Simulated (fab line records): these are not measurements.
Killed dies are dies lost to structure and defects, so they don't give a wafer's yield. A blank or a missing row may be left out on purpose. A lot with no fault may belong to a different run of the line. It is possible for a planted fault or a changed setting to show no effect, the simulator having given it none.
Matching of chambers :: flow n5 finfet :: pecvd-02 running N5_BEOL_M10_DEP_56: 3 sister chambers
The step deposits SiCN from 3MS/NH3, target thk 15 nm, time 26.5 s. 6 wafers are shown with their chamber, then 9 later ones without.

WAFERS WITH THEIR CHAMBER
wafer: L083.2
chamber: 1
throttle valve pct (%): 9.4
showerhead plenum p Torr (Torr): 3.675

wafer: L083.3
chamber: 0
throttle valve pct (%): 8.8
showerhead plenum p Torr (Torr): 3.653

wafer: L083.4
chamber: 1
throttle valve pct (%): 9.3
showerhead plenum p Torr (Torr): 3.678

wafer: L078.2
chamber: 2
throttle valve pct (%): 8.4
showerhead plenum p Torr (Torr): 3.661

wafer: L078.4
chamber: 2
throttle valve pct (%): 8.0
showerhead plenum p Torr (Torr): 3.653

wafer: L078.6
chamber: 0
throttle valve pct (%): 8.8
showerhead plenum p Torr (Torr): 3.645

WAFERS WITH NO CHAMBER GIVEN
wafer: L087.2
throttle valve pct (%): 9.5
showerhead plenum p Torr (Torr): 3.675

wafer: L087.3
throttle valve pct (%): 9.0
showerhead plenum p Torr (Torr): 3.661

wafer: L087.5
throttle valve pct (%): 8.9
showerhead plenum p Torr (Torr): 3.657

wafer: L091.1
throttle valve pct (%): 9.0
showerhead plenum p Torr (Torr): 3.664

wafer: L091.2
throttle valve pct (%): 9.4
showerhead plenum p Torr (Torr): 3.673

wafer: L091.4
throttle valve pct (%): 8.8
showerhead plenum p Torr (Torr): 3.640

wafer: L094.2
throttle valve pct (%): 8.3
showerhead plenum p Torr (Torr): 3.652

wafer: L094.3
throttle valve pct (%): 9.2
showerhead plenum p Torr (Torr): 3.653

wafer: L094.4
throttle valve pct (%): 9.4
showerhead plenum p Torr (Torr): 3.676

CHAMBER TAKEN BY EACH
wafer: L087.2
from the rows above: 1
in truth: 1

wafer: L087.3
from the rows above: can't be placed: 0 or 1
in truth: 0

wafer: L087.5
from the rows above: 0
in truth: 0

wafer: L091.1
from the rows above: can't be placed: 1 or 0 or 2
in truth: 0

wafer: L091.2
from the rows above: 1
in truth: 1

wafer: L091.4
from the rows above: 0
in truth: 0

wafer: L094.2
from the rows above: can't be placed: 2 or 0
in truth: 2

wafer: L094.3
from the rows above: 0
in truth: 0

wafer: L094.4
from the rows above: 1
in truth: 1
Correct placement for 6 of the 9. From these rows, 3 cannot be placed; in 3 the true chamber is one of the candidates. Placed wrongly: 0.
How it was worked out, from the rows above alone: a wafer's distance from a chamber is the root of the sum, over the readings, of the square of ((its reading less the chamber's mean) divided by the reading's scatter). If the next closest chamber is less than 2 further off than the closest, the wafer can't be placed; otherwise it belongs to the closest. The mean given for a chamber averages the wafers shown for that chamber. The scatter is the square root of a quotient: the sum, over the shown wafers, of each reading's squared deviation from its chamber's mean, divided by wafers minus chambers.
